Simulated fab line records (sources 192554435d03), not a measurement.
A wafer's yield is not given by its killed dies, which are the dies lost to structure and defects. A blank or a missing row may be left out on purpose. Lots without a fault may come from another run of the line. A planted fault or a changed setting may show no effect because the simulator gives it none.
Chamber matching    flow n5Finfet    cmp-01 running N5_GATE_CUT_CMP_43: 4 sister chambers
The step polishes SiO2. 16 wafers are shown with their chamber, then 8 later ones without.

== EACH WAFER AND ITS CHAMBER ==
wafer   chamber  motorCurrentA (A)
L076.1  1        14.0
L076.3  0        14.9
L076.4  2        13.8
L081.3  0        14.6
L081.4  1        14.7
L081.5  2        12.9
L082.1  0        14.3
L082.3  2        12.7
L082.4  1        14.4
L085.1  2        12.7
L085.3  0        14.7
L085.6  1        14.2
L089.3  3        13.6
L089.4  0        15.0
L089.5  0        15.7
L090.2  1        13.7

SIGNATURES (averages over the wafers above)
reading        chamber 0  chamber 1  chamber 2  chamber 3  scatter within a chamber
motorCurrentA  14.867     14.200     13.025     13.600     0.46
Rule: for each reading, subtract the chamber's mean from the wafer's reading, divide by that reading's scatter and square the result; add these up over the readings and take the root, which gives the wafer's distance from the chamber. If the next closest chamber is less than 2 further off than the closest, the wafer can't be placed; otherwise it belongs to the closest. How the scatter is found: for the shown wafers, subtract from each reading the mean of its chamber, square and add these, divide the total by (wafers less chambers), then take the root.

== WAFERS MISSING THEIR CHAMBER ==
wafer   motorCurrentA (A)
L090.5  14.5
L090.6  14.4
L091.1  12.9
L091.2  12.6
L091.4  14.7
L096.2  12.9
L096.3  14.3
L096.6  15.2

== EACH ONE'S CHAMBER ==
wafer   from the rows above           in truth
L090.5  can't be placed: 1 or 0 or 3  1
L090.6  can't be placed: 1 or 0 or 3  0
L091.1  can't be placed: 2 or 3       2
L091.2  can't be placed: 2 or 3       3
L091.4  can't be placed: 0 or 1       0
L096.2  can't be placed: 2 or 3       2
L096.3  can't be placed: 1 or 0 or 3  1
L096.6  can't be placed: 0 or 1       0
Correctly placed: 0 of 8. Unplaceable from these rows: 8, with the true chamber sitting among the candidates in 8. Wrongly placed: 0.
